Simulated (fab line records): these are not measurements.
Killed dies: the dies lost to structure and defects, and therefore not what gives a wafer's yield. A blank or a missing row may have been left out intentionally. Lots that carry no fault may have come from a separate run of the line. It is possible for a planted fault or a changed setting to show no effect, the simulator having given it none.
fab line records	flow nand_harc
record: lots: 13	wafers: 39	last_day: 24
route steps=1159 shown A_M1@1049 A_BONDPAD@1060
lots with no fault: from the same line, run without faults
start_h: start of the lot's first displayed wafer, in hours after the record's first day	wait_h: time in hours since the lot's previous step	" same as the row above	L1.1+2: a single row standing in for several wafers	- no value present, or no start provided	* or withheld: withheld	< > ~ a bound
route shown NAME@n: NAME is a module with steps in the file, n the number in the route of the first one	usual: average and standard deviation across the fault-free wafers	same: alike in all rows	chamber/n: place in a boat	sites: each site's reading	_std_site: their standard deviation	_edge_site: outer sites' mean less inner sites'	radius_mm: for every site, how far away it sits from the centre of the wafer	mask NAME#n: copy n	behind: the last tool/chamber to shape the wafer	hold: the reason the lot was held/the length of the hold in hours/how it ended	device: the transistor (n, p or np) that didn't switch	end of line: the same wafers' tests at the end of the route	a step given without rows: its recipe and nothing more	killed: not the wafer's yield, but the dies lost to structure and defects at the first sort	map: a wafer's dies, marking killed ones x, the rest . and places with no die _
set.NAME: the setting the step ran with; set.NAME@STEP: the setting that earlier step ran with	model.NAME: the simulator's own value behind a step, which no gauge read
a sample of lots followed through the steps of the route, with each step as a table and each wafer as a row
services: a tool's chamber out of use, with start hour (start_h, from the record's first day; less than 0 if before it), hours out, and reason
== steps ==
step: NHARC_A_M1_PVD_21
recipe: target_thk_a: 300	chamber_pressure_pa: 5	power_w: 5000	substrate_temp_c: 30	time_s: 20.49	material: Cu
usual: throttle_valve_pct: 29.3/0.63
same: time_s: 20.49
lot.wafer	tool	chamber	start_h	wait_h	throttle_valve_pct
L325.3	pvd_sputter-01	-	-	-	29.9
L325.2	"	-	"	"	29.5
L325.5	"	-	"	"	29.5
L326.3	pvd_sputter-01	-	-	-	28.5
L326.2	"	-	"	"	29.4
L326.5	"	-	"	"	28.4
L327.3	pvd_sputter-02	-	-	-	29.9
L327.4	"	-	"	"	29.6
L327.5	"	-	"	"	29.6
L329.2	pvd_sputter-03	-	-	-	28.6
L329.4	"	-	"	"	28.9
L329.6	"	-	"	"	29.7
L331.2	pvd_sputter-01	-	-	-	29.2
L331.3	"	-	"	"	30.6
L331.1	"	-	"	"	28.6
L332.3	pvd_sputter-02	-	-	-	29.6
L332.4	"	-	"	"	28.5
L332.5	"	-	"	"	29.0
L337.2	pvd_sputter-01	-	-	-	29.6
L337.1	"	-	"	"	28.2
L337.6	"	-	"	"	30.7
L338.2	pvd_sputter-02	-	-	-	29.7
L338.5	"	-	"	"	29.5
L338.6	"	-	"	"	28.7
L342.4	pvd_sputter-03	-	-	-	29.5
L342.3	"	-	"	"	29.1
L342.5	"	-	"	"	29.1
L340.3	pvd_sputter-02	-	-	-	28.8
L340.2	"	-	"	"	29.1
L340.6	"	-	"	"	29.5
L341.2	pvd_sputter-03	-	-	-	29.4
L341.3	"	-	"	"	28.2
L341.5	"	-	"	"	29.3
L343.1	pvd_sputter-03	-	-	-	29.4
L343.2	"	-	"	"	28.1
L343.4	"	-	"	"	28.7
L345.2	pvd_sputter-03	-	-	-	29.6
L345.5	"	-	"	"	29.3
L345.6	"	-	"	"	29.4
step: NHARC_A_M1_INSPECT_27
usual: raw_defect_count: 438/130
lot.wafer	tool	chamber	start_h	wait_h	raw_defect_count
L325.2	defect_inspect-01	-	418.39	0.0	593
L325.3	"	-	"	"	288
L325.5	"	-	"	"	493
L326.2	defect_inspect-02	-	428.23	0.0	415
L326.3	"	-	"	"	443
L326.5	"	-	"	"	389
L327.3	defect_inspect-01	-	432.57	0.0	484
L327.4	"	-	"	"	464
L327.5	"	-	"	"	491
L329.2	defect_inspect-01	-	446.49	0.0	377
L329.4	"	-	"	"	515
L329.6	"	-	"	"	572
L331.1	defect_inspect-02	-	458.46	0.0	373
L331.2	"	-	"	"	473
L331.3	"	-	"	"	301
L332.3	defect_inspect-02	-	480.79	0.0	351
L332.4	"	-	"	"	300
L332.5	"	-	"	"	297
L337.1	defect_inspect-01	-	502.68	0.0	416
L337.2	"	-	"	"	690
L337.6	"	-	"	"	546
L338.2	defect_inspect-02	-	510.88	0.0	352
L338.5	"	-	"	"	376
L338.6	"	-	"	"	322
L342.3	defect_inspect-01	-	512.07	0.0	359
L342.4	"	-	"	"	503
L342.5	"	-	"	"	450
L340.2	defect_inspect-01	-	519.23	0.0	539
L340.3	"	-	"	"	614
L340.6	"	-	"	"	609
L341.2	defect_inspect-01	-	519.53	0.0	495
L341.3	"	-	"	"	1065
L341.5	"	-	"	"	417
L343.1	defect_inspect-02	-	527.78	0.0	633
L343.2	"	-	"	"	370
L343.4	"	-	"	"	503
L345.2	defect_inspect-02	-	540.23	0.0	360
L345.5	"	-	"	"	323
L345.6	"	-	"	"	377
step: NHARC_A_BONDPAD_CMP_29
recipe: target_thk_nm: 200	material: SiCN
usual: motor_current_A: 12.4/1.2
lot.wafer	tool	chamber	start_h	wait_h	motor_current_A
L325.2	cmp-03	2	419.52	-	13.6
L325.3	"	0	"	"	14.8
L325.5	"	1	"	"	12.2
L326.2	cmp-04	2	429.39	-	10.8
L326.3	"	3	"	"	11.7
L326.5	"	1	"	"	12.1
L327.4	cmp-04	0	433.75	-	12.4
L327.3	"	2	"	"	10.2
L327.5	"	0	"	"	12.4
L329.4	cmp-03	1	447.62	-	12.0
L329.2	"	3	"	"	12.6
L329.6	"	1	"	"	11.7
L331.3	cmp-03	2	459.60	-	13.1
L331.2	"	3	"	"	12.4
L331.1	"	0	"	"	15.1
L332.4	cmp-01	1	482.03	-	11.9
L332.3	"	2	"	"	12.0
L332.5	"	2	"	"	11.2
L337.2	cmp-03	1	503.81	-	12.2
L337.1	"	3	"	"	12.0
L337.6	"	1	"	"	11.9
L338.2	cmp-03	2	512.05	-	13.3
L338.6	"	3	"	"	12.4
L338.5	"	0	"	"	13.9
L342.4	cmp-01	0	513.32	-	10.5
L342.3	"	2	"	"	12.5
L342.5	"	3	"	"	14.5
L340.3	cmp-04	2	520.37	-	11.1
L340.2	"	3	"	"	13.1
L340.6	"	1	"	"	11.6
L341.2	cmp-03	2	520.64	-	14.0
L341.3	"	1	"	"	11.6
L341.5	"	2	"	"	13.6
L343.4	cmp-04	0	528.91	-	11.7
L343.1	"	2	"	"	10.8
L343.2	"	3	"	"	11.8
L345.2	cmp-04	1	541.39	-	11.2
L345.5	"	3	"	"	12.4
L345.6	"	0	"	"	12.1
step: NHARC_A_BONDPAD_EXPOSE_06
recipe: na: 0.55	dose_mj: 36.99	mask_id: A_BPAD
usual: exposure_dose_mJ_cm2: 36.96/0.035	focus_offset_nm: 0.0/0.58
lot.wafer	tool	chamber	start_h	wait_h	mask	exposure_dose_mJ_cm2	focus_offset_nm
L325.2	krf_scanner-01	0	420.17	-	A_BPAD#0	36.98	-0.5
L325.3	"	0	"	"	A_BPAD#0	36.98	0.0
L325.5	"	0	"	"	A_BPAD#0	36.98	-0.7
L326.2	krf_scanner-04	0	430.03	-	A_BPAD#0	36.93	0.1
L326.3	"	0	"	"	A_BPAD#0	36.98	0.5
L326.5	"	0	"	"	A_BPAD#0	36.97	0.0
L327.3	krf_scanner-04	0	434.30	-	A_BPAD#0	36.95	-0.7
L327.4	"	0	"	"	A_BPAD#0	36.99	0.4
L327.5	"	0	"	"	A_BPAD#0	36.90	-1.0
L329.2	krf_scanner-04	0	448.26	-	A_BPAD#0	36.97	-0.3
L329.4	"	0	"	"	A_BPAD#0	36.93	0.2
L329.6	"	0	"	"	A_BPAD#0	36.95	0.5
L331.1	krf_scanner-01	-	460.25	-	A_BPAD#0	-	-
L331.2	"	-	"	"	A_BPAD#0	-	-
L331.3	"	-	"	"	A_BPAD#0	-	-
L332.3	krf_scanner-03	0	482.71	-	A_BPAD#0	36.94	-1.2
L332.4	"	0	"	"	A_BPAD#0	36.96	-0.4
L332.5	"	0	"	"	A_BPAD#0	36.94	-0.8
L337.1	krf_scanner-01	0	504.49	-	A_BPAD#0	36.97	0.0
L337.2	"	0	"	"	A_BPAD#0	36.95	-1.1
L337.6	"	0	"	"	A_BPAD#0	36.96	0.1
L338.2	krf_scanner-01	0	512.52	-	A_BPAD#0	36.99	0.5
L338.5	"	0	"	"	A_BPAD#0	36.99	0.3
L338.6	"	0	"	"	A_BPAD#0	36.99	0.6
L342.3	krf_scanner-01	0	513.87	-	A_BPAD#0	36.91	0.7
L342.4	"	0	"	"	A_BPAD#0	36.92	0.4
L342.5	"	0	"	"	A_BPAD#0	36.87	-0.1
L340.2	krf_scanner-04	0	521.02	-	A_BPAD#0	36.94	-1.1
L340.3	"	0	"	"	A_BPAD#0	36.96	-0.5
L340.6	"	0	"	"	A_BPAD#0	36.92	-0.8
L341.2	krf_scanner-01	0	521.31	-	A_BPAD#0	36.99	-0.6
L341.3	"	0	"	"	A_BPAD#0	36.99	0.4
L341.5	"	0	"	"	A_BPAD#0	36.96	-0.4
L343.1	krf_scanner-01	0	529.45	-	A_BPAD#0	36.93	0.6
L343.2	"	0	"	"	A_BPAD#0	36.96	-0.6
L343.4	"	0	"	"	A_BPAD#0	36.98	-0.2
L345.2	krf_scanner-03	0	542.01	-	A_BPAD#0	36.94	-0.6
L345.5	"	0	"	"	A_BPAD#0	36.91	-0.2
L345.6	"	0	"	"	A_BPAD#0	36.99	-0.5
== services ==
tool	chamber	start_h	hours	kind
pvd_sputter-03	-	397.09	2.5	repair
cmp-04	-	399.00	4.0	pm
cmp-04	-	403.00	-	consumable_replace:conditioner
cmp-01	-	424.06	0.9	repair
krf_scanner-03	-	425.25	7.9	repair
cmp-03	-	430.90	0.9	repair
krf_scanner-01	-	441.64	4.0	pm
cmp-03	-	450.03	4.0	pm
cmp-03	-	454.03	-	consumable_replace:conditioner
cmp-03	-	454.03	-	consumable_replace:pad
cmp-01	-	455.80	2.8	repair
krf_scanner-04	-	456.40	0.8	repair
pvd_sputter-03	-	458.00	10.0	pm
krf_scanner-04	-	470.01	4.0	pm
cmp-01	-	473.50	4.0	pm
cmp-04	-	485.62	2.1	repair
cmp-01	-	487.74	0.3	repair
pvd_sputter-02	-	495.66	7.5	repair
cmp-04	-	497.00	4.0	pm
krf_scanner-03	-	512.00	4.0	pm
pvd_sputter-01	-	514.37	10.0	pm
krf_scanner-04	-	515.11	0.9	repair
cmp-01	-	516.01	1.7	repair
cmp-03	-	516.46	0.2	repair
== key ==
first_sign: step: NHARC_A_BONDPAD_EXPOSE_06	reading: tool_record	direction: missing
effect none on later readings
met_at NHARC_A_BONDPAD_EXPOSE_06
struck_lots L331
later_rows_left_out L331.1,L331.2,L331.3
sort_left_out L331.1,L331.2,L331.3
not_acting_at NHARC_A_M1_PVD_21,NHARC_A_M1_INSPECT_27,NHARC_A_BONDPAD_CMP_29
onset_between 448.26 460.25
fault: kind: skipped_step_whole	tool: krf_scanner-01,krf_scanner-04	chamber: -	onset_h: 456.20	steps: NHARC_A_BONDPAD_EXPOSE_06	scope: struck_lots_only
sort_left_out: the simulated sort isn't trusted on such a fault, so these wafers' sort isn't shown, and their yield isn't known
later_rows_left_out: the simulator's readings of these wafers behind a module that went badly wrong aren't trusted and aren't shown, but for the sort
